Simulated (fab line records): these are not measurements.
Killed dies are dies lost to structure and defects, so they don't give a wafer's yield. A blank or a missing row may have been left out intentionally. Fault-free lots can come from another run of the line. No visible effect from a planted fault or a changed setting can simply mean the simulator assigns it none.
fab line records    flow nand-harc    part 1 of 2: steps 1 to 32 of 44
record: lots: 5  wafers: 15  last-day: 24
route steps=1159 shown P_BONDPAD@381 A_START@389 A_ZERO_WELL@390 A_SOURCE_PLATE@413 A_ONON_D1@424
lots that met no fault: from a run of the same line without faults
start-h: hours from the record's opening day to when the first of the lot's shown wafers began    wait-h: hours elapsed since this lot's preceding step    " repeats the value in the row above    L1.1+2: several wafers, shown together as one row    - either no value or no given start    * or withheld: withheld    < > ~ a bound
route shown NAME@n: names a module that has steps shown in the file, with the first one's number in the route    usual: the fault-free wafers' mean and standard deviation    same: alike in all rows    chamber/n: place in a boat    sites: the reading at each site    _std_site: their standard deviation    _edge_site: inner sites' mean taken away from outer sites' mean    radius-mm: for every site, how far away it sits from the centre of the wafer    mask NAME#n: copy n    behind: the last tool/chamber to shape the wafer    hold: the reason the lot was held/the length of the hold in hours/how it ended    device: the transistor (n, p or np) that didn't switch    end of line: the same wafers' tests at the end of the route    a step without rows: its recipe alone    killed: count of dies lost to structure and defects at first sort (not the wafer's yield)    map: a wafer's dies, marking killed ones x, the rest . and places with no die _
set.NAME: the setting as run; set.NAME@STEP: as run at that earlier step    model.NAME: the simulator's own value behind a step, which no gauge read
lots at selected steps of the route; one table per step, one row per wafer
services: a tool's chamber out of use, with start hour (start-h, from the record's first day; less than 0 if before it), hours out, and reason
== steps ==
step: NHARC_P_BONDPAD_THK_MEAS_20
recipe: thk-meas-gauge: xrf
usual: thk-nm: 160.6/1.4
lot.wafer  tool           chamber  start-h  wait-h  thk-nm
L074.2     film-metro-01  -        134.40   -       160.3
L074.3     "              -        "        "       160.2
L074.5     "              -        "        "       158.6
L088.2     film-metro-02  -        209.86   -       162.0
L088.3     "              -        "        "       159.5
L088.6     "              -        "        "       159.1
L093.1     film-metro-02  -        240.44   -       161.3
L093.4     "              -        "        "       162.0
L093.5     "              -        "        "       160.0
L097.2     film-metro-02  -        261.90   -       161.1
L097.3     "              -        "        "       163.3
L097.5     "              -        "        "       160.9
L096.3     film-metro-02  -        262.48   -       160.0
L096.5     "              -        "        "       161.0
L096.6     "              -        "        "       160.0
step: NHARC_P_BONDPAD_SRD_21
recipe: time-s: 30  temp-c: 23  dry-time-s: 20  spin-rpm: 1500
lot.wafer   tool          chamber  start-h  wait-h
L074.3+2+5  wet-bench-08  0,1,4    134.46   0.1
L088.3+6+2  wet-bench-08  3,4,0    209.90   0.0
L093.4+5+1  wet-bench-08  6,7,0    240.48   0.0
L097.3+2+5  wet-bench-08  5,0,1    261.94   0.0
L096.5+6+3  wet-bench-08  6,0,2    262.52   0.0
step: NHARC_P_BONDPAD_INSPECT_23
usual: raw-defect-count: 424/160
lot.wafer  tool               chamber  start-h  wait-h  raw-defect-count
L074.2     defect-inspect-01  -        134.62   0.0     332
L074.3     "                  -        "        "       344
L074.5     "                  -        "        "       542
L088.2     defect-inspect-02  -        210.06   0.0     482
L088.3     "                  -        "        "       373
L088.6     "                  -        "        "       318
L093.1     defect-inspect-02  -        240.65   0.1     425
L093.4     "                  -        "        "       554
L093.5     "                  -        "        "       594
L097.2     defect-inspect-02  -        262.11   0.0     140
L097.3     "                  -        "        "       236
L097.5     "                  -        "        "       288
L096.3     defect-inspect-01  -        262.68   0.0     193
L096.5     "                  -        "        "       215
L096.6     "                  -        "        "       321
step: NHARC_P_BONDPAD_ACTIVATE_29
recipe: time-s: 60  n2-flow-sccm: 200  ar-flow-sccm: 0  bias-power-w: 0  chemistry: N2
usual: drypump-motor-current-A: 5.6/0.53  oes-product-au: 1.001/0.0071  rf-vpp-V: 64.4/0.88  showerhead-plenum-p-Torr: 1.83/0.085
lot.wafer  tool         chamber  start-h  wait-h  drypump-motor-current-A  oes-product-au  rf-hours-counter-h  rf-vpp-V  showerhead-plenum-p-Torr
L074.2     rie-diel-13  1        134.68   0.1     5.5                      0.996           3                   64.5      1.89
L074.3     "            3        "        "       5.1                      1.001           2                   64.0      1.72
L074.5     "            1        "        "       5.5                      1.006           -                   64.3      1.89
L088.3     rie-diel-02  2        210.12   0.1     6.3                      1.002           19                  65.1      1.79
L088.2     "            1        "        "       5.3                      1.001           18                  64.6      1.83
L088.6     "            2        "        "       6.2                      1.005           -                   63.8      1.79
L093.4     rie-diel-13  3        240.72   0.1     5.1                      1.006           12                  64.3      1.72
L093.1     "            1        "        "       5.5                      0.994           15                  65.3      1.89
L093.5     "            2        "        "       6.6                      0.996           -                   64.8      1.88
L097.2     rie-diel-13  1        262.17   0.1     5.5                      1.011           17                  65.1      1.89
L097.3     "            3        "        "       5.1                      1.018           13                  63.3      1.71
L097.5     "            2        "        "       6.5                      1.000           -                   65.4      1.88
L096.3     rie-diel-13  2        262.77   0.1     6.5                      0.998           16                  62.5      1.87
L096.6     "            0        "        "       5.4                      0.998           -                   64.6      1.88
L096.5     "            1        "        "       5.5                      1.006           -                   66.0      1.89
step: NHARC_P_BONDPAD_PRECLEAN_30
recipe: time-s: 300  temp-c: 23  chemistry: DIW
lot.wafer   tool          chamber  start-h  wait-h
L074.3+5+2  wet-bench-08  0,2,3    134.84   0.1
L088.6+2+3  wet-bench-10  6,7,3    210.28   0.1
L093.1+4+5  wet-bench-10  3,5,7    240.86   0.1
L097.3+5+2  wet-bench-10  7,2,4    262.32   0.1
L096.6+5+3  wet-bench-08  6,7,0    262.94   0.1
step: NHARC_P_BONDPAD_SRD_31
recipe: time-s: 30  temp-c: 23  dry-time-s: 20  spin-rpm: 1500
lot.wafer   tool          chamber  start-h  wait-h
L074.3+5+2  wet-bench-08  0,2,3    -        -
L088.6+2+3  wet-bench-10  6,7,3    -        -
L093.1+4+5  wet-bench-10  3,5,7    -        -
L097.3+5+2  wet-bench-10  7,2,4    -        -
L096.6+5+3  wet-bench-08  6,7,0    -        -
step: NHARC_A_START_INSPECT_01
usual: raw-defect-count: 3.5/1.8
lot.wafer  tool               chamber  start-h  wait-h  raw-defect-count
L074.2     defect-inspect-01  -        135.09   -       5
L074.3     "                  -        "        "       6
L074.5     "                  -        "        "       5
L088.2     defect-inspect-02  -        210.53   -       3
L088.3     "                  -        "        "       6
L088.6     "                  -        "        "       6
L093.1     defect-inspect-01  -        241.20   -       4
L093.4     "                  -        "        "       7
L093.5     "                  -        "        "       3
L097.2     defect-inspect-02  -        262.57   -       3
L097.3     "                  -        "        "       4
L097.5     "                  -        "        "       2
L096.3     defect-inspect-02  -        263.16   -       5
L096.5     "                  -        "        "       4
L096.6     "                  -        "        "       5
step: NHARC_A_ZERO_WELL_PRECLEAN_00
recipe: time-s: 600  temp-c: 120  chemistry: SPM
lot.wafer   tool          chamber  start-h  wait-h
L074.3+5+2  wet-bench-03  0,2,3    135.18   0.1
L088.2+6+3  wet-bench-09  0,1,2    210.64   0.1
L093.1+5+4  wet-bench-07  0,2,3    241.29   0.1
L097.5+3+2  wet-bench-09  3,4,6    262.67   0.1
L096.6+3+5  wet-bench-03  0,1,3    263.26   0.1
step: NHARC_A_ZERO_WELL_SRD_01
lot.wafer   tool          chamber  start-h  wait-h
L074.3+5+2  wet-bench-03  0,2,3    -        -
L088.2+6+3  wet-bench-09  0,1,2    -        -
L093.1+5+4  wet-bench-07  0,2,3    -        -
L097.5+3+2  wet-bench-09  3,4,6    -        -
L096.6+3+5  wet-bench-03  0,1,3    -        -
step: NHARC_A_ZERO_WELL_DEHYDRATE_02
recipe: temp-c: 150  time-s: 120
lot.wafer   tool            chamber  start-h  wait-h
L074.2+3+5  litho-track-03  0        135.48   -
L088.2+3+6  litho-track-03  0        210.93   -
L093.1+4+5  litho-track-03  0        241.60   -
L097.2+3+5  litho-track-03  0        262.97   -
L096.3+5+6  litho-track-03  0        263.56   -
step: NHARC_A_ZERO_WELL_HMDS_03
recipe: time-s: 30
lot.wafer   tool            chamber  start-h  wait-h
L074.2+3+5  litho-track-03  0        -        -
L088.2+3+6  litho-track-03  0        -        -
L093.1+4+5  litho-track-03  0        -        -
L097.2+3+5  litho-track-03  0        -        -
L096.3+5+6  litho-track-03  0        -        -
step: NHARC_A_ZERO_WELL_COAT_18
recipe: temp-c: 200  time-s: 65
lot.wafer   tool            chamber  start-h  wait-h
L074.2+3+5  litho-track-03  0        -        -
L088.2+3+6  litho-track-03  0        -        -
L093.1+4+5  litho-track-03  0        -        -
L097.2+3+5  litho-track-03  0        -        -
L096.3+5+6  litho-track-03  0        -        -
step: NHARC_A_ZERO_WELL_COAT_04
recipe: spin-rpm: 2000  resist-thk-nm: 600
lot.wafer   tool            chamber  start-h  wait-h
L074.2+3+5  litho-track-03  0        -        -
L088.2+3+6  litho-track-03  0        -        -
L093.1+4+5  litho-track-03  0        -        -
L097.2+3+5  litho-track-03  0        -        -
L096.3+5+6  litho-track-03  0        -        -
step: NHARC_A_ZERO_WELL_SOFTBAKE_05
recipe: temp-c: 125  time-s: 70
lot.wafer   tool            chamber  start-h  wait-h
L074.2+3+5  litho-track-03  0        -        -
L088.2+3+6  litho-track-03  0        -        -
L093.1+4+5  litho-track-03  0        -        -
L097.2+3+5  litho-track-03  0        -        -
L096.3+5+6  litho-track-03  0        -        -
step: NHARC_A_ZERO_WELL_EBR_06
lot.wafer   tool            chamber  start-h  wait-h
L074.2+3+5  litho-track-03  0        -        -
L088.2+3+6  litho-track-03  0        -        -
L093.1+4+5  litho-track-03  0        -        -
L097.2+3+5  litho-track-03  0        -        -
L096.3+5+6  litho-track-03  0        -        -
step: NHARC_A_ZERO_WELL_EXPOSE_07
recipe: na: 0.55  dose-mj: 33.85  mask-id: A_ZERO
lot.wafer   tool            chamber  start-h  wait-h  mask
L074.2+3+5  krf-scanner-03  0        135.78   -       A_ZERO#0
L088.2+3+6  krf-scanner-03  0        211.11   -       A_ZERO#0
L093.1+4+5  krf-scanner-04  0        241.89   -       A_ZERO#0
L097.2+3+5  krf-scanner-02  0        263.26   -       A_ZERO#0
L096.3+5+6  krf-scanner-04  0        263.86   -       A_ZERO#0
step: NHARC_A_ZERO_WELL_PEB_08
recipe: peb-temp-c: 128  peb-time-s: 80
same: peb-time-s: 80
lot.wafer   tool            chamber  start-h  wait-h
L074.2+3+5  litho-track-07  0        135.84   0.1
L088.2+3+6  litho-track-02  0        211.18   0.1
L093.1+4+5  litho-track-03  0        241.95   0.1
L097.2+3+5  litho-track-03  0        263.33   0.1
L096.3+5+6  litho-track-03  0        263.91   0.1
step: NHARC_A_ZERO_WELL_DEVELOP_09
recipe: time-s: 50  dev-temp-c: 22
lot.wafer   tool            chamber  start-h  wait-h
L074.2+3+5  litho-track-07  0        -        -
L088.2+3+6  litho-track-02  0        -        -
L093.1+4+5  litho-track-03  0        -        -
L097.2+3+5  litho-track-03  0        -        -
L096.3+5+6  litho-track-03  0        -        -
step: NHARC_A_ZERO_WELL_CD_MEAS_10
recipe: target-cd-nm: 2000  landing-energy-ev: 500
usual: cd-nm: 1999.6/1.5
lot.wafer  tool       chamber  start-h  wait-h  cd-nm
L074.2     cd-sem-01  0        135.93   -       1999.7
L074.3     "          0        "        "       2002.1
L074.5     "          0        "        "       2002.5
L088.2     cd-sem-03  0        211.26   -       1998.4
L088.3     "          0        "        "       1998.1
L088.6     "          0        "        "       1998.2
L093.1     cd-sem-01  0        242.04   -       2001.0
L093.4     "          0        "        "       2001.2
L093.5     "          0        "        "       2001.0
L097.2     cd-sem-03  0        263.41   -       1998.4
L097.3     "          0        "        "       2000.2
L097.5     "          0        "        "       2000.2
L096.3     cd-sem-02  0        264.00   -       1997.3
L096.5     "          0        "        "       1997.0
L096.6     "          0        "        "       1996.5
step: NHARC_A_ZERO_WELL_HARDBAKE_11
recipe: temp-c: 118  time-s: 65
lot.wafer   tool            chamber  start-h  wait-h
L074.2+3+5  litho-track-03  0        136.01   -
L088.2+3+6  litho-track-03  0        211.34   -
L093.1+4+5  litho-track-03  0        242.12   -
L097.2+3+5  litho-track-07  0        263.49   -
L096.3+5+6  litho-track-07  0        264.08   -
step: NHARC_A_ZERO_WELL_DESCUM_12
recipe: time-s: 3  o2-flow-sccm: 200  ar-flow-sccm: 0  bias-power-w: 0  chemistry: O2
usual: drypump-motor-current-A: 5.8/0.57  oes-product-au: 1.003/0.0082  rf-vpp-V: 58.0/0.88  showerhead-plenum-p-Torr: 1.93/0.068  throttle-valve-pct: 11.310/0.0086
lot.wafer  tool         chamber  start-h  wait-h  drypump-motor-current-A  oes-product-au  rf-hours-counter-h  rf-vpp-V  showerhead-plenum-p-Torr  throttle-valve-pct
L074.2     rie-diel-05  1        136.08   -       5.1                      0.996           9                   57.5      1.80                      11.301
L074.3     "            2        "        "       6.5                      1.004           9                   59.5      2.00                      11.311
L074.5     "            2        "        "       6.6                      1.004           -                   58.3      2.00                      11.313
L088.2     rie-diel-11  3        211.43   -       6.3                      1.020           1                   58.6      1.92                      11.311
L088.3     "            1        "        "       5.9                      1.009           1                   57.3      2.01                      11.302
L088.6     "            3        "        "       6.3                      1.016           -                   57.2      1.92                      11.284
L093.1     rie-diel-05  0        242.21   -       4.9                      1.000           4                   58.0      1.82                      11.309
L093.4     "            1        "        "       5.1                      0.989           5                   57.6      1.80                      11.314
L093.5     "            2        "        "       6.6                      0.990           -                   59.5      2.00                      11.323
L097.2     rie-diel-05  1        263.57   -       5.1                      1.006           7                   56.3      1.80                      11.302
L097.3     "            0        "        "       4.9                      1.001           6                   57.3      1.82                      11.303
L097.5     "            1        "        "       5.1                      1.012           -                   57.9      1.80                      11.303
L096.3     rie-diel-10  1        264.18   -       5.7                      1.003           6                   58.5      1.94                      11.303
L096.5     "            2        "        "       5.2                      0.981           -                   57.2      1.99                      11.296
L096.6     "            3        "        "       5.7                      1.012           -                   56.9      2.02                      11.314
step: NHARC_A_ZERO_WELL_ETCH_19
recipe: target-depth-a: 800  overetch-a: 240  time-s: 87.88  ion-energy-ev: 200  n2-flow-sccm: 150  h2-flow-sccm: 150  ar-flow-sccm: 0  rf-w: 400  bias-w: 150  chemistry: N2/H2
usual: drypump-motor-current-A: 5.8/0.59  h2-flow-sccm: 150.0/0.5  oes-product-au: 1.004/0.0086  rf-vpp-V: 431.0/2.2  showerhead-plenum-p-Torr: 2.05/0.078  throttle-valve-pct: 14.173/0.0091
lot.wafer  tool         chamber  start-h  wait-h  drypump-motor-current-A  h2-flow-sccm  oes-product-au  rf-hours-counter-h  rf-vpp-V  showerhead-plenum-p-Torr  throttle-valve-pct
L074.3     rie-diel-05  1        136.19   0.1     5.1                      149.8         1.004           9                   427.2     1.92                      14.157
L074.2     "            2        "        "       6.6                      150.9         1.000           9                   432.3     2.14                      14.176
L074.5     "            2        "        "       6.6                      150.0         1.005           -                   432.8     2.14                      14.165
L088.2     rie-diel-11  1        211.51   0.1     5.9                      149.8         1.012           1                   434.0     2.15                      14.172
L088.3     "            3        "        "       6.3                      150.5         1.012           1                   430.2     2.04                      14.179
L088.6     "            0        "        "       6.6                      149.7         1.005           -                   433.4     2.08                      14.167
L093.1     rie-diel-05  3        242.28   0.1     6.1                      149.6         1.012           4                   431.4     2.05                      14.186
L093.4     "            2        "        "       6.6                      149.4         1.000           6                   432.5     2.14                      14.166
L093.5     "            0        "        "       4.9                      150.5         0.999           -                   428.0     1.94                      14.179
L097.2     rie-diel-05  1        263.66   0.1     5.1                      149.1         1.013           7                   427.6     1.92                      14.172
L097.3     "            2        "        "       6.6                      149.9         0.988           7                   434.4     2.14                      14.186
L097.5     "            0        "        "       4.9                      150.5         0.995           -                   426.5     1.94                      14.180
L096.3     rie-diel-10  0        264.25   0.1     5.3                      150.1         0.995           6                   430.3     2.05                      14.171
L096.6     "            2        "        "       5.2                      150.9         0.984           -                   431.7     2.12                      14.175
L096.5     "            3        "        "       5.7                      149.6         1.005           -                   432.9     2.15                      14.177
step: NHARC_A_ZERO_WELL_ETCH_13
recipe: target-depth-a: 1200  time-s: 40.1  hbr-flow-sccm: 150  cl2-flow-sccm: 50  rf-w: 400  icp-w: 400  bias-w: 100  chemistry: HBr/Cl2
usual: drypump-motor-current-A: 5.6/0.45  oes-product-au: 0.999/0.0083  throttle-valve-pct: 26.406/0.01
lot.wafer  tool       chamber  start-h  wait-h  drypump-motor-current-A  oes-product-au  rf-hours-counter-h  throttle-valve-pct
L074.3     rie-si-01  2        136.33   -       5.4                      0.998           0.00                26.394
L074.2     "          3        "        "       5.7                      0.987           0.00                26.393
L074.5     "          2        "        "       5.4                      0.997           -                   26.408
L088.3     rie-si-04  3        211.62   -       6.0                      1.017           0.73                26.426
L088.2     "          1        "        "       5.3                      0.997           0.65                26.389
L088.6     "          0        "        "       6.2                      1.008           -                   26.422
L093.1     rie-si-04  1        242.40   -       5.3                      0.995           0.85                26.414
L093.4     "          2        "        "       6.5                      0.991           1.00                26.397
L093.5     "          1        "        "       5.3                      0.996           -                   26.399
L097.2     rie-si-06  2        263.79   -       6.4                      1.003           0.51                26.421
L097.3     "          3        "        "       5.6                      0.987           0.50                26.401
L097.5     "          2        "        "       6.4                      0.999           -                   26.407
L096.3     rie-si-01  3        264.37   -       5.7                      0.997           0.84                26.395
L096.5     "          2        "        "       5.4                      1.005           -                   26.406
L096.6     "          3        "        "       5.7                      1.001           -                   26.424
step: NHARC_A_ZERO_WELL_STRIP_14
recipe: time-s: 900  temp-c: 130  chemistry: SPM
lot.wafer   tool          chamber  start-h  wait-h
L074.2+5+3  wet-bench-03  0,1,2    136.49   -
L088.6+3+2  wet-bench-09  1,3,4    211.78   -
L093.4+1+5  wet-bench-09  1,3,5    242.55   -
L097.5+3+2  wet-bench-09  7,1,2    263.93   -
L096.5+6+3  wet-bench-09  2,5,7    264.52   -
step: NHARC_A_ZERO_WELL_IMPLANT_15
recipe: energy-kev: 150  dose-cm2: 1e+13  tilt-deg: 7
lot.wafer   tool          chamber  start-h  wait-h
L074.2+3+5  implanter-02  0        136.90   0.1
L088.2+3+6  implanter-02  0        212.23   0.1
L093.1+4+5  implanter-01  0        242.96   0.1
L097.2+3+5  implanter-02  0        264.36   0.1
L096.3+5+6  implanter-01  0        264.98   0.1
step: NHARC_A_ZERO_WELL_PRECLEAN_22
recipe: time-s: 60  temp-c: 50  bath-age-min: 0  chemistry: SC1
usual: sc1-h2o2-end-mol-l: 0.3698/0.00067
lot.wafer  tool          chamber  start-h  wait-h  sc1-h2o2-end-mol-l
L074.3     wet-bench-03  3        137.09   0.1     0.3707
L074.2     "             5        "        "       0.3716
L074.5     "             0        "        "       0.3703
L088.6     wet-bench-07  7        212.42   0.0     0.3689
L088.2     "             0        "        "       0.3690
L088.3     "             2        "        "       0.3695
L093.5     wet-bench-07  3        243.18   0.1     0.3702
L093.1     "             5        "        "       0.3695
L093.4     "             7        "        "       0.3696
L097.3     wet-bench-07  3        264.56   0.1     0.3702
L097.5     "             5        "        "       0.3708
L097.2     "             6        "        "       0.3704
L096.5     wet-bench-03  1        265.14   0.1     0.3695
L096.6     "             2        "        "       0.3709
L096.3     "             3        "        "       0.3703
step: NHARC_A_ZERO_WELL_SRD_23
lot.wafer   tool          chamber  start-h  wait-h
L074.3+2+5  wet-bench-03  3,5,0    -        -
L088.6+2+3  wet-bench-07  7,0,2    -        -
L093.5+1+4  wet-bench-07  3,5,7    -        -
L097.3+5+2  wet-bench-07  3,5,6    -        -
L096.5+6+3  wet-bench-03  1,2,3    -        -
step: NHARC_A_ZERO_WELL_RTA_16
recipe: temp-c: 1000  time-s: 10
usual: anneal-temp-c-max: 1003.9/0.71  lamp-power-pct: 27.82/0.19  lamp_zone_7_pct: 28.27/0.2  wafer_temp_C_max: 1005.0/1.7
lot.wafer  tool           chamber  start-h  wait-h  anneal-temp-c-max  lamp-power-pct  lamp_zone_7_pct  wafer_temp_C_max
L074.2     rtp-anneal-02  0        137.26   -       1004.6             28.00           28.46            1007.6
L074.3     "              0        "        "       1003.8             28.02           28.41            1006.5
L074.5     "              0        "        "       1003.6             27.99           28.45            1004.2
L088.2     rtp-anneal-01  0        212.58   -       1003.2             27.60           28.11            1002.9
L088.3     "              0        "        "       1004.4             27.61           28.06            1003.9
L088.6     "              0        "        "       1003.5             27.60           28.04            1002.6
L093.1     rtp-anneal-01  0        243.31   -       1003.6             27.58           28.00            1003.7
L093.4     "              0        "        "       1004.1             27.61           28.11            1002.7
L093.5     "              0        "        "       1004.0             27.61           28.03            1003.7
L097.2     rtp-anneal-02  0        264.71   -       1004.7             27.93           28.43            1008.4
L097.3     "              0        "        "       1003.7             27.91           28.39            1006.4
L097.5     "              0        "        "       1003.9             27.95           28.37            1007.7
L096.3     rtp-anneal-02  0        265.34   -       1005.7             27.96           28.50            1005.3
L096.5     "              0        "        "       1003.3             27.96           28.43            1006.5
L096.6     "              0        "        "       1004.3             27.98           28.45            1005.8
step: NHARC_A_ZERO_WELL_INSPECT_17
usual: raw-defect-count: 10/5.7
lot.wafer  tool               chamber  start-h  wait-h  raw-defect-count
L074.2     defect-inspect-02  -        137.42   0.1     6
L074.3     "                  -        "        "       9
L074.5     "                  -        "        "       11
L088.2     defect-inspect-02  -        212.76   0.1     3
L088.3     "                  -        "        "       6
L088.6     "                  -        "        "       10
L093.1     defect-inspect-01  -        243.51   0.2     11
L093.4     "                  -        "        "       9
L093.5     "                  -        "        "       5
L097.2     defect-inspect-02  -        264.88   0.1     6
L097.3     "                  -        "        "       15
L097.5     "                  -        "        "       11
L096.3     defect-inspect-01  -        265.48   0.1     3
L096.5     "                  -        "        "       7
L096.6     "                  -        "        "       7
step: NHARC_A_SOURCE_PLATE_PRECLEAN_00
recipe: time-s: 60  chemistry: HF-LAST
lot.wafer   tool          chamber  start-h  wait-h
L074.5+2+3  wet-bench-05  1,2,3    137.49   0.1
L088.2+3+6  wet-bench-05  5,7,0    212.82   0.1
L093.5+1+4  wet-bench-05  6,1,2    243.56   0.0
L097.3+5+2  wet-bench-02  6,0,1    264.93   0.0
L096.5+6+3  wet-bench-05  4,7,1    265.55   0.1
step: NHARC_A_SOURCE_PLATE_SRD_01
lot.wafer   tool          chamber  start-h  wait-h
L074.5+2+3  wet-bench-05  1,2,3    -        -
L088.2+3+6  wet-bench-05  5,7,0    -        -
L093.5+1+4  wet-bench-05  6,1,2    243.62   0.1
L097.3+5+2  wet-bench-02  6,0,1    -        -
L096.5+6+3  wet-bench-05  4,7,1    -        -
step: NHARC_A_SOURCE_PLATE_OXIDE_02
recipe: target-thk-a: 100  temp-c: 900  ox-time-s: 1362  material: SiO2
usual: tube-center-temp-C: 900/0.079  zone-power-upper-pct: 17.1/0.94
lot.wafer  tool        chamber  start-h  wait-h  tube-center-temp-C  zone-power-upper-pct
L074.2     furnace-05  0        140.48   -       900.08              16.4
L074.3     "           0        "        "       899.97              16.4
L074.5     "           0        "        "       900                 16.1
L088.2     furnace-05  0        215.62   -       900.04              16.2
L088.3     "           0        "        "       899.85              16.3
L088.6     "           0        "        "       899.94              16.2
L093.1     furnace-04  0        250.52   6.9     900.09              18.1
L093.4     "           0        "        "       899.98              18.0
L093.5     "           0        "        "       899.95              18.3
L096.3     furnace-04  0        268.24   -       900.06              17.9
L096.5     "           0        "        "       900                 18.0
L096.6     "           0        "        "       900.01              18.1
L097.2     furnace-04  0        268.24   -       899.99              17.9
L097.3     "           0        "        "       900.03              18.2
L097.5     "           0        "        "       899.91              18.5
